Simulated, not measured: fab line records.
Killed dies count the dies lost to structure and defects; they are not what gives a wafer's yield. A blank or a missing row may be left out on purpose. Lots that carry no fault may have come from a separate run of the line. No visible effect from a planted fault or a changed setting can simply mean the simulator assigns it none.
The tool behind it: which one? || flow n5-finfet || Sampling: 9 lots, 27 wafers, 7 of 1938 route steps

WHAT EACH GAUGE READ, for each wafer
N5_BEOL_M1_CD_MEAS_11: the cd target is 17.05 nm. Usual: cd-nm at 17.11 nm, with a standard deviation of 0.23.
{"lot": "L107", "measured": "day 6 00:03", "on": "cd-sem-01", "cd-nm (nm)": "17.49 17.22 16.98", "flag": ""}
{"lot": "L108", "measured": "day 6 20:06", "on": "cd-sem-01", "cd-nm (nm)": "17.19 17.18 17.45", "flag": ""}
{"lot": "L110", "measured": "day 6 23:53", "on": "cd-sem-01", "cd-nm (nm)": "17.19 17.31 17.28", "flag": ""}
{"lot": "L115", "measured": "day 8 01:27", "on": "cd-sem-01", "cd-nm (nm)": "16.64 17.08 16.80", "flag": ""}
{"lot": "L118", "measured": "day 8 23:18", "on": "cd-sem-03", "cd-nm (nm)": "18.87 18.48 18.41", "flag": "OFF"}
{"lot": "L119", "measured": "day 9 09:42", "on": "cd-sem-01", "cd-nm (nm)": "17.22 17.20 16.85", "flag": ""}
{"lot": "L120", "measured": "day 9 12:43", "on": "cd-sem-02", "cd-nm (nm)": "18.61 18.09 18.18", "flag": "OFF"}
{"lot": "L126", "measured": "day 10 18:00", "on": "cd-sem-01", "cd-nm (nm)": "17.07 17.27 16.98", "flag": ""}
{"lot": "L127", "measured": "day 10 22:30", "on": "cd-sem-02", "cd-nm (nm)": "17.30 17.31 17.07", "flag": ""}

N5_BEOL_M1_CD_MEAS_18: pitch 36 nm, target cd 18 nm. Usual: cd-nm at 18.03 nm, with a standard deviation of 0.3.
{"lot": "L107", "measured": "day 6 00:36", "on": "cd-sem-01", "cd-nm (nm)": "17.84 18.29 17.95", "flag": ""}
{"lot": "L108", "measured": "day 6 20:51", "on": "cd-sem-03", "cd-nm (nm)": "18.24 18.41 18.21", "flag": ""}
{"lot": "L110", "measured": "day 7 00:34", "on": "cd-sem-03", "cd-nm (nm)": "17.91 18.61 17.91", "flag": ""}
{"lot": "L115", "measured": "day 8 02:00", "on": "cd-sem-02", "cd-nm (nm)": "18.00 18.03 18.01", "flag": ""}
{"lot": "L118", "measured": "day 8 23:53", "on": "cd-sem-02", "cd-nm (nm)": "19.69 20.18 19.70", "flag": "OFF"}
{"lot": "L119", "measured": "day 9 10:15", "on": "cd-sem-01", "cd-nm (nm)": "18.20 17.87 18.12", "flag": ""}
{"lot": "L120", "measured": "day 9 13:16", "on": "cd-sem-01", "cd-nm (nm)": "19.46 19.28 19.18", "flag": "OFF"}
{"lot": "L126", "measured": "day 10 18:47", "on": "cd-sem-03", "cd-nm (nm)": "18.50 18.28 18.40", "flag": ""}
{"lot": "L127", "measured": "day 10 23:04", "on": "cd-sem-03", "cd-nm (nm)": "17.78 17.88 17.92", "flag": ""}

N5_BEOL_M4_RC_MEAS_101. Usual: DIBL_N 36.3 mV/V, standard deviation 1.2; DIBL_P 36.1 mV/V, standard deviation 1.6; IOFF_N 0.161 nA/um, standard deviation 0.023; IOFF_P 0.209 nA/um, standard deviation 0.027; ION_N 676 uA/um, standard deviation 8.9; ION_P 462 uA/um, standard deviation 5.3; SS_N 71.5 mV/dec, standard deviation 0.51; SS_P 73.2 mV/dec, standard deviation 0.5; VT_N 249.1 mV, standard deviation 2.5; VT_P -249.9 mV, standard deviation 2.8.
{"lot": "L107", "measured": "day 7 12:20", "on": "prober-02", "DIBL_N (mV/V)": "36.5 35.7 34.8", "DIBL_P (mV/V)": "36.8 35.0 33.1", "IOFF_N (nA/um)": "0.164 0.142 0.129", "IOFF_P (nA/um)": "0.203 0.183 0.157", "ION_N (uA/um)": "671 672 667", "ION_P (uA/um)": "460 457 451", "SS_N (mV/dec)": "71.8 70.8 71.7", "SS_P (mV/dec)": "72.7 73.3 73.5", "VT_N (mV)": "246.1 247.2 250.9", "VT_P (mV)": "-251.8 -253.2 -255.5", "flag": ""}
{"lot": "L108", "measured": "day 8 08:17", "on": "prober-01", "DIBL_N (mV/V)": "36.1 35.8 37.7", "DIBL_P (mV/V)": "35.6 36.2 38.1", "IOFF_N (nA/um)": "0.155 0.145 0.185", "IOFF_P (nA/um)": "0.203 0.211 0.249", "ION_N (uA/um)": "683 671 689", "ION_P (uA/um)": "462 461 471", "SS_N (mV/dec)": "71.5 70.9 71.6", "SS_P (mV/dec)": "72.9 72.7 73.9", "VT_N (mV)": "248.2 248.5 246.0", "VT_P (mV)": "-249.9 -250.4 -247.5", "flag": ""}
{"lot": "L110", "measured": "day 8 14:11", "on": "prober-02", "DIBL_N (mV/V)": "35.7 34.9 34.4", "DIBL_P (mV/V)": "34.7 33.4 33.8", "IOFF_N (nA/um)": "0.146 0.125 0.125", "IOFF_P (nA/um)": "0.190 0.172 0.180", "ION_N (uA/um)": "672 666 667", "ION_P (uA/um)": "463 457 464", "SS_N (mV/dec)": "71.5 70.9 71.1", "SS_P (mV/dec)": "72.8 72.9 72.9", "VT_N (mV)": "252.3 252.6 252.0", "VT_P (mV)": "-249.1 -253.1 -251.7", "flag": ""}
{"lot": "L115", "measured": "day 9 14:19", "on": "prober-02", "DIBL_N (mV/V)": "36.9 37.7 36.9", "DIBL_P (mV/V)": "34.3 35.4 34.6", "IOFF_N (nA/um)": "0.153 0.170 0.166", "IOFF_P (nA/um)": "0.203 0.221 0.202", "ION_N (uA/um)": "670 667 674", "ION_P (uA/um)": "467 462 459", "SS_N (mV/dec)": "71.5 71.7 71.5", "SS_P (mV/dec)": "73.2 72.8 72.8", "VT_N (mV)": "249.4 247.7 250.3", "VT_P (mV)": "-248.5 -248.0 -252.3", "flag": ""}
{"lot": "L119", "measured": "day 11 06:47", "on": "prober-02", "DIBL_N (mV/V)": "36.9 35.8 36.5", "DIBL_P (mV/V)": "36.3 35.2 35.7", "IOFF_N (nA/um)": "0.165 0.153 0.152", "IOFF_P (nA/um)": "0.255 0.231 0.236", "ION_N (uA/um)": "678 678 671", "ION_P (uA/um)": "471 470 467", "SS_N (mV/dec)": "71.0 71.1 71.5", "SS_P (mV/dec)": "72.7 72.7 73.2", "VT_N (mV)": "247.4 244.7 248.8", "VT_P (mV)": "-244.3 -244.4 -244.2", "flag": ""}
{"lot": "L126", "measured": "day 12 14:46", "on": "prober-01", "DIBL_N (mV/V)": "36.1 35.7 36.0", "DIBL_P (mV/V)": "35.0 34.4 35.0", "IOFF_N (nA/um)": "0.166 0.149 0.155", "IOFF_P (nA/um)": "0.211 0.200 0.201", "ION_N (uA/um)": "678 675 680", "ION_P (uA/um)": "459 460 468", "SS_N (mV/dec)": "71.1 71.5 71.2", "SS_P (mV/dec)": "72.2 72.8 72.9", "VT_N (mV)": "248.8 249.9 250.0", "VT_P (mV)": "-248.8 -248.3 -248.5", "flag": ""}
{"lot": "L127", "measured": "day 12 14:43", "on": "prober-02", "DIBL_N (mV/V)": "36.8 38.2 37.9", "DIBL_P (mV/V)": "37.2 37.8 37.5", "IOFF_N (nA/um)": "0.177 0.200 0.186", "IOFF_P (nA/um)": "0.220 0.232 0.225", "ION_N (uA/um)": "679 688 680", "ION_P (uA/um)": "460 462 467", "SS_N (mV/dec)": "72.2 71.8 72.0", "SS_P (mV/dec)": "73.3 73.2 72.1", "VT_N (mV)": "249.4 247.3 247.4", "VT_P (mV)": "-250.5 -247.2 -249.5", "flag": ""}

WHICH TOOL RAN EACH LOT (tool, then ch and the chambers of the sampled wafers, then the start)
{"lot": "L107", "N5_BEOL_M0_ANNEAL_117": "pvd-sputter-02, day 5 21:37", "N5_BEOL_M1_PECVD_72": "pecvd-02 ch 0,1, day 5 23:35", "N5_BEOL_M1_EXPOSE_08": "euv-scanner-02 ch 0, day 5 23:56", "N5_BEOL_M1_DESCUM_16": "rie-diel-03 ch 1,3, day 6 00:10"}
{"lot": "L108", "N5_BEOL_M0_ANNEAL_117": "pvd-sputter-03, day 6 17:11", "N5_BEOL_M1_PECVD_72": "pecvd-03 ch 1,2, day 6 18:41", "N5_BEOL_M1_EXPOSE_08": "euv-scanner-02 ch 0, day 6 19:58", "N5_BEOL_M1_DESCUM_16": "rie-diel-03 ch 0,3, day 6 20:19"}
{"lot": "L110", "N5_BEOL_M0_ANNEAL_117": "pvd-sputter-03, day 6 21:23", "N5_BEOL_M1_PECVD_72": "pecvd-01 ch 0,1, day 6 23:18", "N5_BEOL_M1_EXPOSE_08": "euv-scanner-02 ch 0, day 6 23:45", "N5_BEOL_M1_DESCUM_16": "rie-diel-06 ch 0,1, day 7 00:05"}
{"lot": "L115", "N5_BEOL_M0_ANNEAL_117": "pvd-sputter-01, day 7 23:16", "N5_BEOL_M1_PECVD_72": "pecvd-02 ch 1,2, day 8 00:46", "N5_BEOL_M1_EXPOSE_08": "euv-scanner-02 ch 0, day 8 01:19", "N5_BEOL_M1_DESCUM_16": "rie-diel-02 ch 0,2,3, day 8 01:34"}
{"lot": "L118", "N5_BEOL_M0_ANNEAL_117": "pvd-sputter-03, day 8 19:23", "N5_BEOL_M1_PECVD_72": "pecvd-02 ch 0,1, day 8 20:56", "N5_BEOL_M1_EXPOSE_08": "euv-scanner-02 ch 0, day 8 23:11", "N5_BEOL_M1_DESCUM_16": "rie-diel-02 ch 1,2,3, day 8 23:28"}
{"lot": "L119", "N5_BEOL_M0_ANNEAL_117": "pvd-sputter-01, day 9 07:34", "N5_BEOL_M1_PECVD_72": "pecvd-03 ch 1,2, day 9 09:07", "N5_BEOL_M1_EXPOSE_08": "euv-scanner-01 ch 0, day 9 09:35", "N5_BEOL_M1_DESCUM_16": "rie-diel-03 ch 2,3, day 9 09:49"}
{"lot": "L120", "N5_BEOL_M0_ANNEAL_117": "pvd-sputter-03, day 9 08:25", "N5_BEOL_M1_PECVD_72": "pecvd-03 ch 1,2, day 9 10:37", "N5_BEOL_M1_EXPOSE_08": "euv-scanner-02 ch 0, day 9 12:36", "N5_BEOL_M1_DESCUM_16": "rie-diel-06 ch 1,3, day 9 12:50"}
{"lot": "L126", "N5_BEOL_M0_ANNEAL_117": "pvd-sputter-03, day 10 14:48", "N5_BEOL_M1_PECVD_72": "pecvd-03 ch 1,2, day 10 16:45", "N5_BEOL_M1_EXPOSE_08": "euv-scanner-01 ch 0, day 10 17:53", "N5_BEOL_M1_DESCUM_16": "rie-diel-06 ch 2,3, day 10 18:12"}
{"lot": "L127", "N5_BEOL_M0_ANNEAL_117": "pvd-sputter-02, day 10 20:03", "N5_BEOL_M1_PECVD_72": "pecvd-01 ch 0,1,2, day 10 21:33", "N5_BEOL_M1_EXPOSE_08": "euv-scanner-01 ch 0, day 10 22:22", "N5_BEOL_M1_DESCUM_16": "rie-diel-02 ch 0,1,3, day 10 22:37"}
- N5_BEOL_M0_ANNEAL_117: time 60 s.
- N5_BEOL_M1_PECVD_72: deposits SiO2 from TEOS/O2, target thk 16 nm, time 18 s.
- N5_BEOL_M1_EXPOSE_08: exposes mask M1.
- N5_BEOL_M1_DESCUM_16: chemistry O2, time 7 s.

AS READ BY THE TOOLS THEMSELVES (means over the sampled wafers that have a number; for cases with no such wafer, the mark the record gives instead)
N5_BEOL_M0_ANNEAL_117. Usual: heater-power-w at 799 W, with a standard deviation of 92.
{"lot": "L107", "tool": "pvd-sputter-02", "heater-power-w (W)": 655, "flag": ""}
{"lot": "L108", "tool": "pvd-sputter-03", "heater-power-w (W)": 808, "flag": ""}
{"lot": "L110", "tool": "pvd-sputter-03", "heater-power-w (W)": 852, "flag": ""}
{"lot": "L115", "tool": "pvd-sputter-01", "heater-power-w (W)": 869, "flag": ""}
{"lot": "L118", "tool": "pvd-sputter-03", "heater-power-w (W)": 834, "flag": ""}
{"lot": "L119", "tool": "pvd-sputter-01", "heater-power-w (W)": 865, "flag": ""}
{"lot": "L120", "tool": "pvd-sputter-03", "heater-power-w (W)": 842, "flag": ""}
{"lot": "L126", "tool": "pvd-sputter-03", "heater-power-w (W)": 801, "flag": ""}
{"lot": "L127", "tool": "pvd-sputter-02", "heater-power-w (W)": 795, "flag": ""}

N5_BEOL_M1_PECVD_72. Usual: heater-power-w 701 W, standard deviation 52; showerhead-plenum-p-Torr 8.79 Torr, standard deviation 0.054; throttle-valve-pct 22.4 %, standard deviation 1.3.
{"lot": "L107", "tool": "pecvd-02", "heater-power-w (W)": 693, "showerhead-plenum-p-Torr (Torr)": 8.83, "throttle-valve-pct (%)": 24.2, "flag": ""}
{"lot": "L108", "tool": "pecvd-03", "heater-power-w (W)": 682, "showerhead-plenum-p-Torr (Torr)": 8.77, "throttle-valve-pct (%)": 21.9, "flag": ""}
{"lot": "L110", "tool": "pecvd-01", "heater-power-w (W)": 717, "showerhead-plenum-p-Torr (Torr)": 8.79, "throttle-valve-pct (%)": 22.0, "flag": ""}
{"lot": "L115", "tool": "pecvd-02", "heater-power-w (W)": 730, "showerhead-plenum-p-Torr (Torr)": 8.80, "throttle-valve-pct (%)": 22.6, "flag": ""}
{"lot": "L118", "tool": "pecvd-02", "heater-power-w (W)": 714, "showerhead-plenum-p-Torr (Torr)": 8.82, "throttle-valve-pct (%)": 24.4, "flag": ""}
{"lot": "L119", "tool": "pecvd-03", "heater-power-w (W)": 650, "showerhead-plenum-p-Torr (Torr)": 8.77, "throttle-valve-pct (%)": 21.9, "flag": ""}
{"lot": "L120", "tool": "pecvd-03", "heater-power-w (W)": 702, "showerhead-plenum-p-Torr (Torr)": 8.78, "throttle-valve-pct (%)": 22.2, "flag": ""}
{"lot": "L126", "tool": "pecvd-03", "heater-power-w (W)": 689, "showerhead-plenum-p-Torr (Torr)": 8.77, "throttle-valve-pct (%)": 22.2, "flag": ""}
{"lot": "L127", "tool": "pecvd-01", "heater-power-w (W)": 740, "showerhead-plenum-p-Torr (Torr)": 8.75, "throttle-valve-pct (%)": 21.4, "flag": ""}

N5_BEOL_M1_EXPOSE_08. Usual: exposure-dose-mJ-cm2 32.95, standard deviation 0.062; focus-offset-nm -0.1 nm, standard deviation 0.51.
{"lot": "L107", "tool": "euv-scanner-02", "exposure-dose-mJ-cm2": 32.97, "focus-offset-nm (nm)": 0.5, "flag": ""}
{"lot": "L108", "tool": "euv-scanner-02", "exposure-dose-mJ-cm2": 33.00, "focus-offset-nm (nm)": -0.2, "flag": ""}
{"lot": "L110", "tool": "euv-scanner-02", "exposure-dose-mJ-cm2": 32.98, "focus-offset-nm (nm)": -0.8, "flag": ""}
{"lot": "L115", "tool": "euv-scanner-02", "exposure-dose-mJ-cm2": 33.01, "focus-offset-nm (nm)": 0.1, "flag": ""}
{"lot": "L118", "tool": "euv-scanner-02", "exposure-dose-mJ-cm2": 35.89, "focus-offset-nm (nm)": 0.5, "flag": "OFF"}
{"lot": "L119", "tool": "euv-scanner-01", "exposure-dose-mJ-cm2": 32.91, "focus-offset-nm (nm)": -0.9, "flag": ""}
{"lot": "L120", "tool": "euv-scanner-02", "exposure-dose-mJ-cm2": 35.33, "focus-offset-nm (nm)": -0.1, "flag": "OFF"}
{"lot": "L126", "tool": "euv-scanner-01", "exposure-dose-mJ-cm2": 32.87, "focus-offset-nm (nm)": 0.2, "flag": ""}
{"lot": "L127", "tool": "euv-scanner-01", "exposure-dose-mJ-cm2": 32.88, "focus-offset-nm (nm)": 0.3, "flag": ""}

N5_BEOL_M1_DESCUM_16. Usual: drypump-motor-current-A 5.9 A, standard deviation 0.43; oes-product-au 0.81 a.u., standard deviation 0.088; rf-vpp-V 243.6 V, standard deviation 1.4; showerhead-plenum-p-Torr 2.12 Torr, standard deviation 0.083; throttle-valve-pct 20.40 %, standard deviation 0.22.
{"lot": "L107", "tool": "rie-diel-03", "drypump-motor-current-A (A)": 5.5, "oes-product-au (a.u.)": 0.71, "rf-vpp-V (V)": 243.3, "showerhead-plenum-p-Torr (Torr)": 2.10, "throttle-valve-pct (%)": 20.70, "flag": ""}
{"lot": "L108", "tool": "rie-diel-03", "drypump-motor-current-A (A)": 5.8, "oes-product-au (a.u.)": 0.76, "rf-vpp-V (V)": 243.1, "showerhead-plenum-p-Torr (Torr)": 2.06, "throttle-valve-pct (%)": 20.59, "flag": ""}
{"lot": "L110", "tool": "rie-diel-06", "drypump-motor-current-A (A)": 6.1, "oes-product-au (a.u.)": 0.86, "rf-vpp-V (V)": 243.6, "showerhead-plenum-p-Torr (Torr)": 2.12, "throttle-valve-pct (%)": 20.25, "flag": ""}
{"lot": "L115", "tool": "rie-diel-02", "drypump-motor-current-A (A)": 5.9, "oes-product-au (a.u.)": 0.85, "rf-vpp-V (V)": 243.8, "showerhead-plenum-p-Torr (Torr)": 2.15, "throttle-valve-pct (%)": 20.38, "flag": ""}
{"lot": "L118", "tool": "rie-diel-02", "drypump-motor-current-A (A)": 6.0, "oes-product-au (a.u.)": 0.81, "rf-vpp-V (V)": 244.0, "showerhead-plenum-p-Torr (Torr)": 2.14, "throttle-valve-pct (%)": 20.37, "flag": ""}
{"lot": "L119", "tool": "rie-diel-03", "drypump-motor-current-A (A)": 5.3, "oes-product-au (a.u.)": 0.89, "rf-vpp-V (V)": 242.7, "showerhead-plenum-p-Torr (Torr)": 2.04, "throttle-valve-pct (%)": 20.43, "flag": ""}
{"lot": "L120", "tool": "rie-diel-06", "drypump-motor-current-A (A)": 5.9, "oes-product-au (a.u.)": 0.85, "rf-vpp-V (V)": 244.6, "showerhead-plenum-p-Torr (Torr)": 2.19, "throttle-valve-pct (%)": 20.16, "flag": ""}
{"lot": "L126", "tool": "rie-diel-06", "drypump-motor-current-A (A)": 5.4, "oes-product-au (a.u.)": 0.84, "rf-vpp-V (V)": 244.1, "showerhead-plenum-p-Torr (Torr)": 2.15, "throttle-valve-pct (%)": 20.35, "flag": ""}
{"lot": "L127", "tool": "rie-diel-02", "drypump-motor-current-A (A)": 5.9, "oes-product-au (a.u.)": 0.82, "rf-vpp-V (V)": 245.3, "showerhead-plenum-p-Torr (Torr)": 2.20, "throttle-valve-pct (%)": 20.20, "flag": ""}

THE ANSWER, worked out from the rows above alone
Rule: a lot is off if the mean of its wafers that have a number lies more than 3 standard deviations from the usual mean. Also off: a lot with no number at a reading for which 4 or more lots have one. The other lots that the step has rows for count as sound. The gauges are gone through in route order, then the tools' own readings, and for those a lot's mean is taken as printed above. At the first step where some lot is off, the reading lying furthest off is the one used; lots without a number count as furthest.
Off, at N5_BEOL_M1_CD_MEAS_11 on cd-nm: L118, L120.
A tool fits if, at a process step before that reading, it ran every lot that is off, and no sound lot after the first of them. The gauges at N5_BEOL_M1_CD_MEAS_11 aren't tried: what is off there is off at N5_BEOL_M1_EXPOSE_08 too, on other tools, and a gauge's error can't cause that. One candidate fits, namely euv-scanner-02 at N5_BEOL_M1_EXPOSE_08. A fault onset in the window from L115 (day 8 01:19, its last sound lot) to L118 (day 8 23:11, its first lot off) fits.
The tool's own readings at N5_BEOL_M1_EXPOSE_08 bear it out: on the lots that are off they differ by more than 5 times the standard deviation of the sound lots' means. exposure-dose-mJ-cm2 reads 35.61 there against 32.95 on the sound lots.

WHAT THE SIMULATOR HAD INSERTED
Drift in process parameters on euv-scanner-02 at N5_BEOL_M1_EXPOSE_08, starting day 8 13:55. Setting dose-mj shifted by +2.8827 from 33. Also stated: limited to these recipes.
Shown lots that were struck: L118, L120. The rule above reached the same finding.
